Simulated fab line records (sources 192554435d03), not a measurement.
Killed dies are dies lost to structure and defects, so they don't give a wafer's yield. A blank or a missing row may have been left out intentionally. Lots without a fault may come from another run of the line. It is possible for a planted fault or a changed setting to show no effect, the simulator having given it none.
Split-lot trial	flow n5-finfet	39 wafers read across 7 lots, on a route 1938 steps long

ABOUT THE SPLIT
At N5_BEOL_M1_ILD_DEP_00 (deposits SiOC from DEMS/O2, target thk 79 nm, time 15.3 s), the setting target-thk-a was moved away from the recipe's 790 angstrom on 18 of the 39 wafers read, by -29.1% to +47.0%. All remaining wafers had this setting at the recipe value.

There is no step in the file separating the split from the reading.

THE READING
M1_ILD_THK (nm), taken at N5_BEOL_M1_THK_MEAS_01. Fault-free wafers of this fab line usually give 79.1 nm, standard deviation 1.2 nm.

wafer	tool, chamber at the split	target-thk-a as run, angstrom	against the recipe	M1_ILD_THK, nm	against lot-mates on the recipe
L074.1	pecvd-01, 0	790	recipe	77.8	-
L074.2	pecvd-01, 1	1161	+47.0%	113.7	+35.6
L074.3	pecvd-01, 2	790	recipe	77.5	-
L074.4	pecvd-01, 2	1161	+47.0%	116.0	+37.9
L074.5	pecvd-01, 0	790	recipe	79.1	-
L074.6	pecvd-01, 1	1161	+47.0%	116.5	+38.4
L080.1	pecvd-03, 0	790	recipe	78.9	-
L080.2	pecvd-03, 2	790	recipe	78.3	-
L080.3	pecvd-03, 1	611.9	-22.5%	61.9	-17.0
L080.4	pecvd-03, 2	611.9	-22.5%	61.6	-17.3
L080.5	pecvd-03, 0	790	recipe	79.6	-
L080.6	pecvd-03, 1	611.9	-22.5%	62.3	-16.6
L084.1	pecvd-04, 1,0	790	recipe	79.1	-
L084.2	pecvd-04, 2	560.1	-29.1%	56.0	-23.4
L084.3	pecvd-04, 1,0	790	recipe	79.1	-
L084.4	pecvd-04, 2	790	recipe	80.1	-
L084.5	pecvd-04, 1	560.1	-29.1%	57.0	-22.4
L084.6	pecvd-04, 0	560.1	-29.1%	57.3	-22.1
L085.1	pecvd-01, 1	790	recipe	77.1	-
L085.2	pecvd-01, 2	921.7	+16.7%	91.1	+13.1
L085.3	pecvd-01, 0	790	recipe	78.1	-
L085.4	pecvd-01, 0	790	recipe	78.7	-
L085.5	pecvd-01, 2	921.7	+16.7%	92.7	+14.7
L085.6	pecvd-01, 1	921.7	+16.7%	92.3	+14.3
L086.1	pecvd-04, 1	790	recipe	80.3	-
L086.2	pecvd-04, 0	1020	+29.1%	103.6	+22.8
L086.3	pecvd-04, 2	1020	+29.1%	102.4	+21.6
L086.4	pecvd-04, 1	790	recipe	81.3	-
L086.5	pecvd-04, 0	1020	+29.1%	105.4	+24.6
L086.6	pecvd-04, 2	790	recipe	80.9	-
L088.1	pecvd-01, 1	1109	+40.4%	110.0	+31.0
L088.2	pecvd-01, 2	1109	+40.4%	109.2	+30.2
L088.3	pecvd-01, 0	790	recipe	77.5	-
L088.4	pecvd-01, 0	1109	+40.4%	111.5	+32.5
L088.5	pecvd-01, 1	790	recipe	79.3	-
L088.6	pecvd-01, 2	790	recipe	80.2	-
L097.1	pecvd-04, 0	790	recipe	79.4	-
L097.2	pecvd-04, 2	790	recipe	79.2	-
L097.3	pecvd-04, 1	790	recipe	77.2	-
If several chambers appear in one row, that row covers several wafers at once and the file leaves open which wafer was in which chamber.

FIT RESULTS
A straight line over all 39 wafers: M1_ILD_THK changes by +0.78 nm for each +1% of target-thk-a; r = +1.00; the points scatter about the line by 1.2 nm.
The same after taking each lot's own level away (the mean of its wafers on the recipe; 39 wafers): +0.783 nm for each +1%; r = +1.00; scatter 0.91 nm.
Per that fit: largest target-thk-a move, reading shift of 37 nm.
The lots' own levels span 77.97 to 80.83 nm, that is 2.4 times the standard deviation above.
So the lot-to-lot level changes the slope little: the two slopes agree.
Check: with one of the wafers moved furthest among these (+47.0%) left out of the fit, the line predicts +37.1 nm for it against its lot-mates. It came out at +35.6 nm against them.

FURTHER SPLITS ON THESE WAFERS
These wafers also went through other splits before the reading. Each is held against what the fit with the lots' levels taken away leaves over:
other split on the same wafers	wafers away from the commonest value	r with M1_ILD_THK (lot level and that fit taken away)
N5_MOL_CONTACT_COAG_VIA_ETCH_46 target-depth-a	9	-0.03

THE WHOLE CHAIN: every reading that the file lists as answering this split, in the file's order
step	what it does	reading	change (the file's fit)	r (the file's)
N5_BEOL_M1_ILD_DEP_00	deposits SiOC from DEMS/O2, target thk 79 nm, time 15.3 s	SiOC_of_BEOL_M1_ILD_DEP_00.thk-nm (the simulator's own value, which no gauge read)	+0.784 nm for each +1% of the setting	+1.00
N5_BEOL_M1_THK_MEAS_01		M1_ILD_THK	+0.785 for each +1% of the setting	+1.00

THE FILE'S OWN FIT
M1_ILD_THK changes by +0.785 nm for each +1% of target-thk-a, r = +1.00.
